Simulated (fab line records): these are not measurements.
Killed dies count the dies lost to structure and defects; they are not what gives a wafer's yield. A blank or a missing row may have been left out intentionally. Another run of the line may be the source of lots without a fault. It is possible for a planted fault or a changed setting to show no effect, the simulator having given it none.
Which tool is to blame?    flow n5_finfet    26 wafers from 9 lots sampled at 6 of the route's 1938 steps

## WHAT EACH GAUGE READ, for each wafer
N5_BEOL_M2_CD_MEAS_28: target cd 26.2 nm, target cd y 24.1 nm. Usual: cd_nm reads 26.30 nm (standard deviation 0.24).
lot   measured      on         cd_nm (nm)         flag
L415  day 8 09:38   cd_sem-01  26.83 26.10 26.07  
L416  day 8 14:04   cd_sem-01  26.28 26.20 26.15  
L417  day 8 15:23   cd_sem-01  22.36 22.75 26.09  OFF
L418  day 8 23:13   cd_sem-03  22.75 22.93 26.50  OFF
L419  day 9 01:44   cd_sem-01  26.48 26.50 26.60  
L423  day 10 04:19  cd_sem-03  26.49 22.41        OFF
L429  day 11 08:08  cd_sem-03  26.05 26.58 26.47  
L430  day 11 15:12  cd_sem-03  26.19 26.53 26.05  
L431  day 12 01:25  cd_sem-01  26.25 26.26 26.29  

N5_BEOL_M4_RC_MEAS_101. Usual: DIBL_N 36.6 mV/V, standard deviation 1.9; DIBL_P 36.7 mV/V, standard deviation 2.2; IOFF_N 0.16 nA/um, standard deviation 0.035; IOFF_P 0.22 nA/um, standard deviation 0.038; ION_N 672 uA/um, standard deviation 14; ION_P 462 uA/um, standard deviation 8.3; SS_N 71.6 mV/dec, standard deviation 0.65; SS_P 73.5 mV/dec, standard deviation 0.72; VT_N 250 mV, standard deviation 3.5; VT_P -250 mV, standard deviation 3.1.
lot   measured      on         DIBL_N (mV/V)   DIBL_P (mV/V)   IOFF_N (nA/um)  IOFF_P (nA/um)  ION_N (uA/um)  ION_P (uA/um)  SS_N (mV/dec)   SS_P (mV/dec)   VT_N (mV)    VT_P (mV)       flag
L415  day 10 06:55  prober-02  35.6 37.4 34.8  35.6 37.6 36.4  0.12 0.16 0.13  0.20 0.22 0.21  653 651 661    462 448 462    71.6 72.3 70.8  72.9 73.5 73.2  255 252 253  -250 -251 -248  
L416  day 10 10:27  prober-02  35.9 37.2 36.9  36.8 37.1 37.2  0.17 0.17 0.16  0.24 0.22 0.23  691 664 670    476 455 462    71.0 72.0 72.5  73.7 74.0 74.4  249 251 252  -249 -249 -249  
L417  day 10 21:38  prober-01  38.1            38.4            0.18            0.22            685            465            72.2            74.1            250          -254            
L418  day 10 23:14  prober-01  35.3            35.5            0.13            0.20            674            465            71.0            73.5            251          -250            
L419  day 11 09:17  prober-02  36.3 37.3 36.5  36.6 38.0 37.6  0.15 0.16 0.16  0.21 0.23 0.22  678 659 681    468 459 463    71.1 71.4 71.4  73.3 74.0 73.7  252 250 247  -252 -248 -250  
L423  day 12 08:23  prober-01  35.5            35.2            0.13            0.18            650            451            71.8            73.1            252          -251            
L429  day 13 09:16  prober-02  40.8 35.1 36.6  42.0 35.6 36.8  0.26 0.14 0.16  0.32 0.21 0.21  692 663 676    467 457 462    72.9 71.1 71.7  74.4 73.1 73.4  245 251 250  -245 -249 -251  
L430  day 14 07:06  prober-01  37.4 37.4 38.9  38.4 38.9 38.7  0.16 0.17 0.18  0.22 0.25 0.24  678 667 654    468 455 452    71.0 71.4 72.4  74.4 73.9 74.9  251 253 254  -249 -247 -249  
L431  day 14 14:19  prober-02  38.1 35.2 35.7  37.1 34.2 34.4  0.19 0.14 0.14  0.25 0.19 0.21  669 680 678    458 466 474    71.4 71.2 71.6  73.8 72.6 73.6  249 251 249  -248 -250 -248  

## WHAT TOOL EACH LOT RAN ON (gives the tool, then ch and the chambers of the sampled wafers, and finally the start)
lot   N5_BEOL_M2_ILD_DEP_00           N5_BEOL_M2_ETCH_64                  N5_BEOL_M2_EXPOSE_25               N5_BEOL_M2_ETCH_70
L415  pecvd-04 ch 0,2, day 8 04:44    rie_diel-02 ch 0,2,3, day 8 07:50   euv_scanner-01 ch 0, day 8 09:29   rie_diel-04 ch 1,2,3, day 8 12:44
L416  pecvd-04 ch 1,2, day 8 12:02    rie_diel-05 ch 0,1,2, day 8 13:24   euv_scanner-01 ch 0, day 8 13:56   rie_diel-05 ch 2,3, day 8 20:27
L417  pecvd-01 ch 0,1,2, day 8 13:53  rie_diel-05 ch 2,3, day 8 14:38     euv_scanner-01 ch 0, day 8 15:16   rie_diel-04 ch 1,2, day 9 00:52
L418  pecvd-03 ch 0,1, day 8 20:21    rie_diel-04 ch 0,1, day 8 21:29     euv_scanner-01 ch 0, day 8 23:05   rie_diel-02 ch 2,3, day 9 06:25
L419  pecvd-04 ch 0,1,2, day 8 21:49  rie_diel-02 ch 0,1,2, day 9 00:52   euv_scanner-02 ch 0, day 9 01:36   rie_diel-02 ch 1,2,3, day 9 09:40
L423  pecvd-01 ch 0,2, day 10 01:29   rie_diel-05 ch 0, day 10 03:27      euv_scanner-01 ch 0, day 10 04:11  rie_diel-02 ch 1,2, day 10 11:30
L429  pecvd-01 ch 0,2, day 11 04:25   rie_diel-02 ch 0,1,2, day 11 07:20  euv_scanner-02 ch 0, day 11 08:00  rie_diel-04 ch 0,2,3, day 12 06:50
L430  pecvd-03 ch 1,2, day 11 12:36   rie_diel-05 ch 0,2,3, day 11 14:31  euv_scanner-02 ch 0, day 11 15:04  rie_diel-04 ch 0,1,3, day 12 09:34
L431  pecvd-01 ch 1,2, day 11 21:20   rie_diel-05 ch 0,1,3, day 12 00:32  euv_scanner-02 ch 0, day 12 01:16  rie_diel-05 ch 0,1,2, day 12 20:15
- N5_BEOL_M2_ILD_DEP_00: deposits SiOC from DEMS/O2, target thk 79 nm, time 15.3 s.
- N5_BEOL_M2_ETCH_64: etches SOC in N2/H2, target depth 75 nm, overetch 22.5 nm, time 121.9 s.
- N5_BEOL_M2_EXPOSE_25: exposes mask V1, defocus 5 nm.
- N5_BEOL_M2_ETCH_70: etches SOC in N2/H2, target depth 80 nm, overetch 24 nm, time 130 s.

## WHAT THE TOOLS THEMSELVES READ (means of the sampled wafers that have a number; where no wafer has one, the mark that the record gives instead)
N5_BEOL_M2_ILD_DEP_00. Usual: heater_power_outer_w 265 W, standard deviation 53; heater_power_w 486 W, standard deviation 69; showerhead_plenum_p_Torr 5.702 Torr, standard deviation 0.012; throttle_valve_pct 11.9 %, standard deviation 0.55.
lot   tool      heater_power_outer_w (W)  heater_power_w (W)  showerhead_plenum_p_Torr (Torr)  throttle_valve_pct (%)  flag
L415  pecvd-04  189                       391                 5.703                            11.6                    
L416  pecvd-04  195                       401                 5.707                            11.9                    
L417  pecvd-01  281                       512                 5.702                            11.7                    
L418  pecvd-03  248                       465                 5.701                            12.1                    
L419  pecvd-04  207                       417                 5.693                            11.6                    
L423  pecvd-01  298                       532                 5.716                            11.7                    
L429  pecvd-01  332                       572                 5.717                            11.4                    
L430  pecvd-03  289                       496                 5.702                            11.8                    
L431  pecvd-01  287                       513                 5.714                            11.3                    

N5_BEOL_M2_ETCH_64. Usual: drypump_motor_current_A 5.8 A, standard deviation 0.45; oes_product_au 0.57 a.u., standard deviation 0.053; rf_vpp_V 524.5 V, standard deviation 2.8; showerhead_plenum_p_Torr 2.57 Torr, standard deviation 0.098; throttle_valve_pct 17.91 %, standard deviation 0.25.
lot   tool         drypump_motor_current_A (A)  oes_product_au (a.u.)  rf_vpp_V (V)  showerhead_plenum_p_Torr (Torr)  throttle_valve_pct (%)  flag
L415  rie_diel-02  5.7                          0.57                   523.6         2.54                             17.83                   
L416  rie_diel-05  5.9                          0.54                   523.5         2.52                             18.04                   
L417  rie_diel-05  5.9                          0.57                   524.6         2.57                             17.83                   
L418  rie_diel-04  5.5                          0.58                   523.5         2.50                             17.60                   
L419  rie_diel-02  6.0                          0.57                   526.0         2.57                             17.86                   
L423  rie_diel-05  5.6                          0.53                   523.0         2.53                             18.29                   
L429  rie_diel-02  6.0                          0.62                   528.0         2.67                             17.76                   
L430  rie_diel-05  5.7                          0.54                   524.5         2.56                             18.01                   
L431  rie_diel-05  6.1                          0.60                   524.1         2.58                             17.95                   

N5_BEOL_M2_ETCH_70. Usual: drypump_motor_current_A 5.7 A, standard deviation 0.4; oes_product_au 0.54 a.u., standard deviation 0.042; rf_vpp_V 524.0 V, standard deviation 2.7; showerhead_plenum_p_Torr 2.55 Torr, standard deviation 0.098; throttle_valve_pct 17.92 %, standard deviation 0.3.
lot   tool         drypump_motor_current_A (A)  oes_product_au (a.u.)  rf_vpp_V (V)  showerhead_plenum_p_Torr (Torr)  throttle_valve_pct (%)  flag
L415  rie_diel-04  5.7                          0.53                   524.4         2.57                             18.11                   
L416  rie_diel-05  5.7                          0.54                   525.5         2.60                             17.82                   
L417  rie_diel-04  5.6                          0.53                   523.9         2.56                             18.08                   
L418  rie_diel-02  5.9                          0.57                   525.9         2.64                             17.84                   
L419  rie_diel-02  5.7                          0.55                   525.7         2.62                             17.94                   
L423  rie_diel-02  6.1                          0.56                   527.0         2.66                             17.92                   
L429  rie_diel-04  5.8                          0.53                   521.8         2.49                             17.87                   
L430  rie_diel-04  5.6                          0.53                   524.3         2.56                             17.97                   
L431  rie_diel-05  5.9                          0.57                   525.9         2.62                             17.96                   

## THE ANSWER, worked out from the rows above alone
Rule: lot off if the mean of its wafers having a number is beyond 3 standard deviations from the usual mean. Also off: a lot with no number at a reading for which 4 or more lots have one. All remaining lots with rows at the step are treated as sound. Order of review: gauges by route order, followed by the tools' own readings, for which a lot's mean as printed above is used. The first step at which some lot is off is used, and at that step the reading that is off furthest; a lot without a number counts as furthest.
Off, at N5_BEOL_M2_CD_MEAS_28 on cd_nm: L417, L418, L423.
If a tool, at a process step before that reading, ran all the lots that are off and no sound lot after the first of them, it fits. Those tools and the gauges at N5_BEOL_M2_CD_MEAS_28 are tried in the same way. One fits: euv_scanner-01 at N5_BEOL_M2_EXPOSE_25. A fault onset in the window from L416 (day 8 13:56, its last sound lot) to L417 (day 8 15:16, its first lot off) fits.

## WHAT THE SIMULATOR HAD INSERTED
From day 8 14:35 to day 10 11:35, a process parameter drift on euv_scanner-01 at N5_BEOL_M2_EXPOSE_25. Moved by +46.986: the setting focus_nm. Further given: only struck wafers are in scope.
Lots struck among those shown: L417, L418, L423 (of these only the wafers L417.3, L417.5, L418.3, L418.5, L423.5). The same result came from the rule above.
